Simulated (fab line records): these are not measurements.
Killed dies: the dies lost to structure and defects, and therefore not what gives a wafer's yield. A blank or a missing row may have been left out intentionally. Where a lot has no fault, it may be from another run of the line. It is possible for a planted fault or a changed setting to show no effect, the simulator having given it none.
Split-lot experiment	flow n5Finfet	7 lots, 21 wafers read, on a route of 1938 steps

## ABOUT THE SPLIT
At N5_BEOL_M2_COAT_68 (time 60 s, resist thk 12 nm), the setting spinRpm was moved away from the recipe's 1500 rpm on 10 of the 21 wafers read, by -6.1% to +8.1%. For the rest of the wafers, this setting stayed at what the recipe calls for.

## FROM THE SPLIT TO THE READING: what the file shows between them, 5 steps
- N5_BEOL_M2_COAT_76: time 60 s, resist thk 5 nm (also split here: tempC)
- N5_BEOL_M2_COAT_22: resist thk 30 nm
- N5_BEOL_M2_EBR_24
- N5_BEOL_M2_DESCUM_33: chemistry O2, time 7 s
- N5_BEOL_M2_ETCH_77: etches underlayer in N2/H2, target depth 6.5 nm, time 5.2 s

## THE READING
etch.depthNm (the simulator's own value, which no gauge read), in nm, at N5_BEOL_M2_ETCH_69 (etches SiARC in CF4, target depth 15.6 nm, time 26 s). No usual value for it is given in the file. Here, 11 wafers ran the recipe; their average is 12.02 nm with a standard deviation of 0.026 nm.

wafer	tool, chamber at the split	spinRpm as run, rpm	against the recipe	etch.depthNm, nm	against lot-mates on the recipe
L075.1	lithoTrack-03, 0	1426	-4.9%	12.31	no lot-mate on the recipe
L075.3	lithoTrack-03, 0	1426	-4.9%	12.29	no lot-mate on the recipe
L075.6	lithoTrack-03, 0	1426	-4.9%	12.33	no lot-mate on the recipe
L082.2	lithoTrack-02, 0	1500	recipe	12.01	-
L082.4	lithoTrack-02, 0	1621	+8.1%	11.57	-0.44
L082.6	lithoTrack-02, 0	1621	+8.1%	11.54	-0.47
L080.1	lithoTrack-05, 0	1439	-4.1%	12.25	+0.27
L080.2	lithoTrack-05, 0	1500	recipe	11.95	-
L080.4	lithoTrack-05, 0	1500	recipe	12.02	-
L091.2	lithoTrack-05, 0	1500	recipe	12.03	-
L091.3	lithoTrack-05, 0	1582	+5.5%	11.71	-0.32
L091.4	lithoTrack-05, 0	1582	+5.5%	11.71	-0.32
L095.2	lithoTrack-05, 0	1500	recipe	11.99	-
L095.3	lithoTrack-05, 0	1500	recipe	12.03	-
L095.4	lithoTrack-05, 0	1500	recipe	12.01	-
L097.1	lithoTrack-05, 0	1500	recipe	12.05	-
L097.2	lithoTrack-05, 0	1500	recipe	12.04	-
L097.3	lithoTrack-05, 0	1408	-6.1%	12.44	+0.39
L096.1	lithoTrack-05, 0	1500	recipe	12.03	-
L096.5	lithoTrack-05, 0	1500	recipe	12.03	-
L096.4	lithoTrack-05, 0	1557	+3.8%	11.8	-0.23

THE FIT
A straight line over all 21 wafers: etch.depthNm changes by -0.059 nm for each +1% of spinRpm; r = -0.99; the points scatter about the line by 0.026 nm.
The same after taking each lot's own level away (the mean of its wafers on the recipe; 18 wafers): -0.0593 nm for each +1%; r = -1.00; scatter 0.019 nm.
That fit puts the effect of the largest move of spinRpm on the reading at 0.48 nm.
From 11.985 to 12.045 nm: that is the span of the lots' own levels, equal to 2.3 times the standard deviation above.
So the lot-to-lot level changes the slope little: the two slopes agree.
Check: with one of the wafers moved furthest among these (+8.1%) left out of the fit, the line predicts -0.484 nm for it against its lot-mates. It came out at -0.44 nm against them.

## OTHER SPLITS ON THESE WAFERS
Note: prior to the reading, these wafers also went through further splits. Each is held against what the fit with the lots' levels taken away leaves over:
other split on the same wafers	wafers away from the commonest value	r with etch.depthNm (lot level and that fit taken away)
N5_HKMG_FIN_ETCH_31 biasW	7	+0.03
N5_MOL_CONTACT_COAG_PECVD_31 tempC	4	+0.19
N5_MOL_CONTACT_COAG_COAT_77 spinRpm	3	-0.11
N5_MOL_CONTACT_COAG_ALD_133 aldCycles	5	+0.00
N5_MOL_CONTACT_COAG_VIA_ETCH_117 biasW	6	-0.09
N5_BEOL_M0_SAQP_SPACER1_ALD_98 aldCycles	8	-0.43
N5_BEOL_M1_ILD_DEP_00 timeS	5	+0.30
N5_BEOL_M1_TRENCH_ETCH_37 biasW	6	-0.15
N5_BEOL_M2_COAT_76 tempC	6	-0.29

## THE WHOLE CHAIN: every reading that the file lists as answering this split, in the file's order
step	what it does	reading	change (the file's fit)	r (the file's)
N5_BEOL_M2_COAT_68	time 60 s, resist thk 12 nm	SiARC_of_BEOL_M2_COAT_68.thkNm (the simulator's own value, which no gauge read)	-0.051 nm for each +1% of the setting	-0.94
N5_BEOL_M2_ETCH_69	etches SiARC in CF4, target depth 15.6 nm, time 26 s	etch.depthNm (the simulator's own value, which no gauge read)	-0.0599 nm for each +1% of the setting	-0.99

## FILE'S OWN FIT
etch.depthNm changes by -0.0599 nm for each +1% of spinRpm, r = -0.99.
